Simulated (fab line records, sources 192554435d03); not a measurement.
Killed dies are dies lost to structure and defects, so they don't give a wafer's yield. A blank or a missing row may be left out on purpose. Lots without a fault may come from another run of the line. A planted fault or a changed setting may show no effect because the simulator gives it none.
Which tool did it? | flow n5_finfet | 24 lots, 72 wafers sampled, at 5 steps of a route of 1938

WHAT THE GAUGES READ, wafer by wafer
N5_BEOL_M5_INSPECT_30: inspects for defects (brightfield). Usual: raw_defect_count 450, standard deviation 110.
lot  | measured     | on                | raw_defect_count | flag
L075 | day 8 05:59  | defect_inspect-02 | 344 423 273      |
L074 | day 8 08:55  | defect_inspect-02 | 348 490 371      |
L076 | day 8 16:26  | defect_inspect-02 | 474 439 356      |
L077 | day 8 16:37  | defect_inspect-02 | 355 386 358      |
L078 | day 9 12:32  | defect_inspect-02 | 522 520 366      |
L079 | day 9 15:10  | defect_inspect-02 | 485 420 412      |
L081 | day 9 21:55  | defect_inspect-01 | 375 348 322      |
L082 | day 10 05:47 | defect_inspect-02 | 405 414 396      |
L080 | day 10 09:06 | defect_inspect-02 | 429 442 426      |
L083 | day 10 19:37 | defect_inspect-01 | 333 390 410      |
L086 | day 11 02:46 | defect_inspect-01 | 366 381 504      |
L084 | day 11 05:11 | defect_inspect-02 | 409 391 377      |
L085 | day 11 05:38 | defect_inspect-01 | 419 521 560      |
L087 | day 11 11:14 | defect_inspect-01 | 351 258 376      |
L088 | day 11 15:00 | defect_inspect-01 | 433 380 390      |
L089 | day 12 01:17 | defect_inspect-02 | 584 360 582      |
L090 | day 12 03:35 | defect_inspect-02 | 418 604 556      |
L092 | day 12 14:25 | defect_inspect-02 | 560 542 527      |
L091 | day 13 02:16 | defect_inspect-02 | 563 677 629      |
L093 | day 13 03:10 | defect_inspect-02 | 651 603 742      |
L094 | day 13 06:25 | defect_inspect-02 | 445 365 489      |
L095 | day 13 16:08 | defect_inspect-01 | 565 554 518      |
L096 | day 13 19:53 | defect_inspect-02 | 429 580 570      |
L097 | day 14 16:07 | defect_inspect-02 | 397 390 582      |

N5_BEOL_M6_CD_MEAS_18: pitch 80 nm, target cd 40 nm. Usual: cd_nm 40.1 nm, standard deviation 0.53.
lot  | measured     | on        | cd_nm (nm)     | flag
L075 | day 8 17:16  | cd_sem-01 | 39.3 40.0 39.7 |
L074 | day 9 00:10  | cd_sem-03 | 40.9 40.0 39.9 |
L076 | day 9 02:28  | cd_sem-02 | 39.3 39.8 39.1 |
L077 | day 9 02:38  | cd_sem-03 | 40.8 40.3 40.4 |
L078 | day 9 23:51  | cd_sem-01 | 40.1 40.4 40.3 |
L079 | day 10 02:44 | cd_sem-02 | 40.3 39.5 40.9 |
L081 | day 10 10:41 | cd_sem-03 | 40.1 40.5 40.5 |
L082 | day 10 16:58 | cd_sem-02 | 39.5 40.0 39.8 |
L080 | day 10 20:52 | cd_sem-03 | 40.6 40.5 39.3 |
L083 | day 11 07:26 | cd_sem-02 | 39.5 40.3 40.5 |
L086 | day 11 13:15 | cd_sem-02 | 39.7 39.5 39.3 |
L084 | day 11 16:40 | cd_sem-03 | 40.1 39.9 39.8 |
L085 | day 11 16:56 | cd_sem-03 | 40.5 39.6 40.7 |
L087 | day 11 23:55 | cd_sem-01 | 39.7 40.2 40.6 |
L088 | day 12 00:47 | cd_sem-02 | 38.7 38.9 39.6 |
L089 | day 12 11:52 | cd_sem-01 | 39.7 40.3 40.9 |
L090 | day 12 15:55 | cd_sem-03 | 40.3 40.6 39.7 |
L092 | day 13 01:22 | cd_sem-01 | 40.2 39.3 40.7 |
L091 | day 13 12:36 | cd_sem-03 | 39.3 39.8 39.5 |
L093 | day 13 13:02 | cd_sem-01 | 40.9 39.5 40.5 |
L094 | day 13 17:49 | cd_sem-01 | 40.4 41.1 40.7 |
L095 | day 14 02:50 | cd_sem-03 | 39.5 40.4 40.4 |
L096 | day 14 05:59 | cd_sem-03 | 39.4 40.0 39.8 |
L097 | day 15 02:59 | cd_sem-02 | 40.8 40.4 39.8 |

WHICH TOOL RAN EACH LOT (tool, then ch and the chambers of the sampled wafers, then the start)
lot  | N5_BEOL_M5_ALD_86                   | N5_BEOL_M5_SPUTTER_48        | N5_BEOL_M6_STRIP_19
L075 | ald_metal-04 ch 1,2, day 8 09:24    | pvd_sputter-03, day 8 10:05  | rie_diel-03 ch 2,3, day 8 17:12
L074 | ald_metal-02 ch 0,1,3, day 8 11:41  | pvd_sputter-02, day 8 12:57  | rie_diel-03 ch 0,1,2, day 9 00:05
L076 | ald_metal-02 ch 2,3, day 8 18:18    | pvd_sputter-03, day 8 18:55  | rie_diel-04 ch 2, day 9 02:22
L077 | ald_metal-03 ch 1,3, day 8 18:22    | pvd_sputter-01, day 8 19:05  | rie_diel-03 ch 1,2, day 9 02:34
L078 | ald_metal-04 ch 2,3, day 9 15:00    | pvd_sputter-01, day 9 15:34  | rie_diel-03 ch 0,1, day 9 23:47
L079 | ald_metal-04 ch 2,3, day 9 17:52    | pvd_sputter-03, day 9 18:23  | rie_diel-02 ch 0,2,3, day 10 02:40
L081 | ald_metal-02 ch 0,2,3, day 10 01:41 | pvd_sputter-03, day 10 02:17 | rie_diel-04 ch 1,2,3, day 10 10:37
L082 | ald_metal-04 ch 0,1,2, day 10 07:02 | pvd_sputter-03, day 10 07:42 | rie_diel-03 ch 0,1,3, day 10 16:53
L080 | ald_metal-04 ch 0,1, day 10 10:45   | pvd_sputter-03, day 10 12:08 | rie_diel-02 ch 0,2,3, day 10 20:47
L083 | ald_metal-04 ch 1,2,3, day 10 22:44 | pvd_sputter-02, day 10 23:13 | rie_diel-03 ch 0,1,2, day 11 07:22
L086 | ald_metal-03 ch 0,1,2, day 11 03:55 | pvd_sputter-02, day 11 05:00 | rie_diel-02 ch 0,1,3, day 11 13:10
L084 | ald_metal-03 ch 1,2, day 11 06:40   | pvd_sputter-01, day 11 07:08 | rie_diel-04 ch 1,3, day 11 16:35
L085 | ald_metal-04 ch 1,2,3, day 11 07:13 | pvd_sputter-03, day 11 08:04 | rie_diel-02 ch 0,1,3, day 11 16:52
L087 | ald_metal-04 ch 1,2,3, day 11 12:29 | pvd_sputter-01, day 11 13:17 | rie_diel-03 ch 0,1,3, day 11 23:50
L088 | ald_metal-04 ch 1,2,3, day 11 16:32 | pvd_sputter-03, day 11 17:16 | rie_diel-03 ch 0,1, day 12 00:43
L089 | ald_metal-02 ch 1,2,3, day 12 03:13 | pvd_sputter-02, day 12 03:43 | rie_diel-02 ch 1,2,3, day 12 11:48
L090 | ald_metal-04 ch 0,1,2, day 12 05:17 | pvd_sputter-03, day 12 05:56 | rie_diel-02 ch 1,2, day 12 15:50
L092 | ald_metal-02 ch 0,2,3, day 12 15:39 | pvd_sputter-02, day 12 16:16 | rie_diel-03 ch 2,3, day 13 01:18
L091 | ald_metal-02 ch 2,3, day 13 03:43   | pvd_sputter-02, day 13 04:10 | rie_diel-04 ch 0,3, day 13 12:32
L093 | ald_metal-02 ch 0,3, day 13 04:55   | pvd_sputter-03, day 13 05:23 | rie_diel-04 ch 0,1,3, day 13 12:58
L094 | ald_metal-02 ch 0,2,3, day 13 08:13 | pvd_sputter-01, day 13 08:45 | rie_diel-04 ch 0,2, day 13 17:44
L095 | ald_metal-02 ch 0,1, day 13 17:22   | pvd_sputter-02, day 13 18:00 | rie_diel-02 ch 0,1,3, day 14 02:46
L096 | ald_metal-04 ch 0,1,2, day 13 21:14 | pvd_sputter-01, day 13 21:50 | rie_diel-02 ch 0,1, day 14 05:55
L097 | ald_metal-02 ch 0,3, day 14 17:22   | pvd_sputter-02, day 14 18:14 | rie_diel-04 ch 1,2,3, day 15 02:55
- N5_BEOL_M5_ALD_86: deposits TaN, pulse time 2 s, purge time 3 s, co reactant purge time 2 s.
- N5_BEOL_M5_SPUTTER_48: material Cu, target thk 15 nm, time 27.62 s.
- N5_BEOL_M6_STRIP_19: strips in O2.

WHAT THE TOOLS THEMSELVES READ (means of the sampled wafers that have a number; where no wafer has one, the mark that the record gives instead)
N5_BEOL_M5_ALD_86. Usual: heater_power_w 418 W, standard deviation 33; mfc_carrier_sccm 1500 sccm, standard deviation 4.7.
lot  | tool         | heater_power_w (W) | mfc_carrier_sccm (sccm) | flag
L075 | ald_metal-04 | 386                | 1504                    |
L074 | ald_metal-02 | 426                | 1502                    |
L076 | ald_metal-02 | 433                | 1503                    |
L077 | ald_metal-03 | 434                | 1503                    |
L078 | ald_metal-04 | 375                | 1497                    |
L079 | ald_metal-04 | 370                | 1499                    |
L081 | ald_metal-02 | 441                | 1498                    |
L082 | ald_metal-04 | 407                | 1500                    |
L080 | ald_metal-04 | 420                | 1506                    |
L083 | ald_metal-04 | 389                | 1500                    |
L086 | ald_metal-03 | 462                | 1503                    |
L084 | ald_metal-03 | 467                | 1504                    |
L085 | ald_metal-04 | 385                | 1506                    |
L087 | ald_metal-04 | 387                | 1500                    |
L088 | ald_metal-04 | 387                | 1498                    |
L089 | ald_metal-02 | 422                | 1499                    |
L090 | ald_metal-04 | 409                | 1500                    |
L092 | ald_metal-02 | 437                | 1497                    |
L091 | ald_metal-02 | 429                | 1497                    |
L093 | ald_metal-02 | 425                | 1497                    |
L094 | ald_metal-02 | 437                | 1500                    |
L095 | ald_metal-02 | 436                | 1503                    |
L096 | ald_metal-04 | 411                | 1501                    |
L097 | ald_metal-02 | 433                | 1501                    |

N5_BEOL_M5_SPUTTER_48. Usual: throttle_valve_pct 30.4 %, standard deviation 0.94.
lot  | tool           | throttle_valve_pct (%) | flag
L075 | pvd_sputter-03 | 29.9                   |
L074 | pvd_sputter-02 | 30.2                   |
L076 | pvd_sputter-03 | 30.0                   |
L077 | pvd_sputter-01 | 30.0                   |
L078 | pvd_sputter-01 | 30.6                   |
L079 | pvd_sputter-03 | 30.0                   |
L081 | pvd_sputter-03 | 31.1                   |
L082 | pvd_sputter-03 | 29.9                   |
L080 | pvd_sputter-03 | 30.9                   |
L083 | pvd_sputter-02 | 30.1                   |
L086 | pvd_sputter-02 | 30.2                   |
L084 | pvd_sputter-01 | 30.0                   |
L085 | pvd_sputter-03 | 30.5                   |
L087 | pvd_sputter-01 | 29.9                   |
L088 | pvd_sputter-03 | 29.8                   |
L089 | pvd_sputter-02 | 30.7                   |
L090 | pvd_sputter-03 | 29.8                   |
L092 | pvd_sputter-02 | 30.7                   |
L091 | pvd_sputter-02 | 30.8                   |
L093 | pvd_sputter-03 | 29.8                   |
L094 | pvd_sputter-01 | 29.9                   |
L095 | pvd_sputter-02 | 30.8                   |
L096 | pvd_sputter-01 | 29.9                   |
L097 | pvd_sputter-02 | 30.8                   |

N5_BEOL_M6_STRIP_19. Usual: drypump_motor_current_A 5.5 A, standard deviation 0.49; oes_product_au 0.82 a.u., standard deviation 0.079; rf_vpp_V 3.7 V, standard deviation 0.66; showerhead_plenum_p_Torr 2.09 Torr, standard deviation 0.066; temp_c 39.98 C, standard deviation 0.11; throttle_valve_pct 16.61 %, standard deviation 0.26.
lot  | tool        | drypump_motor_current_A (A) | oes_product_au (a.u.) | rf_vpp_V (V) | showerhead_plenum_p_Torr (Torr) | temp_c (C) | throttle_valve_pct (%) | flag
L075 | rie_diel-03 | 5.6                         | 0.70                  | 3.9          | 2.11                            | 40.05      | 16.75                  |
L074 | rie_diel-03 | 5.8                         | 0.80                  | 3.0          | 2.07                            | 40.02      | 16.73                  |
L076 | rie_diel-04 | 5.1                         | 0.94                  | 3.5          | 2.07                            | 40.06      | 16.49                  |
L077 | rie_diel-03 | 5.5                         | 0.77                  | 3.6          | 2.07                            | 40.11      | 16.62                  |
L078 | rie_diel-03 | 5.6                         | 0.83                  | 3.6          | 2.05                            | 40.02      | 16.64                  |
L079 | rie_diel-02 | 5.2                         | 0.79                  | 3.7          | 2.08                            | 39.86      | 16.71                  |
L081 | rie_diel-04 | 5.7                         | 0.84                  | 3.8          | 2.09                            | 39.90      | 16.64                  |
L082 | rie_diel-03 | 5.5                         | 0.80                  | 3.5          | 2.09                            | 39.95      | 16.69                  |
L080 | rie_diel-02 | 5.2                         | 0.80                  | 4.4          | 2.08                            | 40.06      | 16.74                  |
L083 | rie_diel-03 | 5.7                         | 0.78                  | 3.7          | 2.06                            | 40.09      | 16.78                  |
L086 | rie_diel-02 | 5.6                         | 0.82                  | 4.3          | 2.08                            | 39.89      | 16.58                  |
L084 | rie_diel-04 | 6.1                         | 0.77                  | 3.0          | 2.12                            | 39.90      | 16.86                  |
L085 | rie_diel-02 | 5.6                         | 0.82                  | 3.4          | 2.08                            | 39.96      | 16.60                  |
L087 | rie_diel-03 | 5.5                         | 0.78                  | 3.9          | 2.08                            | 40.00      | 16.71                  |
L088 | rie_diel-03 | 5.8                         | 0.83                  | 4.1          | 2.05                            | 40.11      | 16.79                  |
L089 | rie_diel-02 | 5.6                         | 0.85                  | 4.2          | 2.10                            | 39.90      | 16.42                  |
L090 | rie_diel-02 | 6.0                         | 0.87                  | 3.4          | 2.05                            | 40.01      | 16.28                  |
L092 | rie_diel-03 | 5.6                         | 0.86                  | 2.7          | 2.10                            | 39.99      | 16.51                  |
L091 | rie_diel-04 | 5.8                         | 0.86                  | 3.9          | 2.04                            | 39.97      | 16.40                  |
L093 | rie_diel-04 | 5.7                         | 0.81                  | 3.9          | 2.08                            | 39.91      | 16.65                  |
L094 | rie_diel-04 | 5.0                         | 0.87                  | 3.7          | 2.04                            | 40.10      | 16.49                  |
L095 | rie_diel-02 | 5.6                         | 0.88                  | 4.0          | 2.16                            | 40.01      | 16.45                  |
L096 | rie_diel-02 | 5.5                         | 0.91                  | 4.4          | 2.16                            | 40.09      | 16.48                  |
L097 | rie_diel-04 | 5.7                         | 0.88                  | 4.1          | 2.08                            | 39.97      | 16.55                  |

THE ANSWER, worked out from the rows above alone
Rule: a lot is off if the mean of its wafers that have a number lies more than 3 standard deviations from the usual mean. A lot without any number at a reading at which 4 lots or more have one is off too. The other lots that the step has rows for count as sound. The gauges are gone through in route order, then the tools' own readings, and for those a lot's mean is taken as printed above. The first step at which some lot is off is used, and at that step the reading that is off furthest; a lot without a number counts as furthest.
No lot is off at any reading shown: from this, nothing can be told.

WHAT THE SIMULATOR HAD PUT IN
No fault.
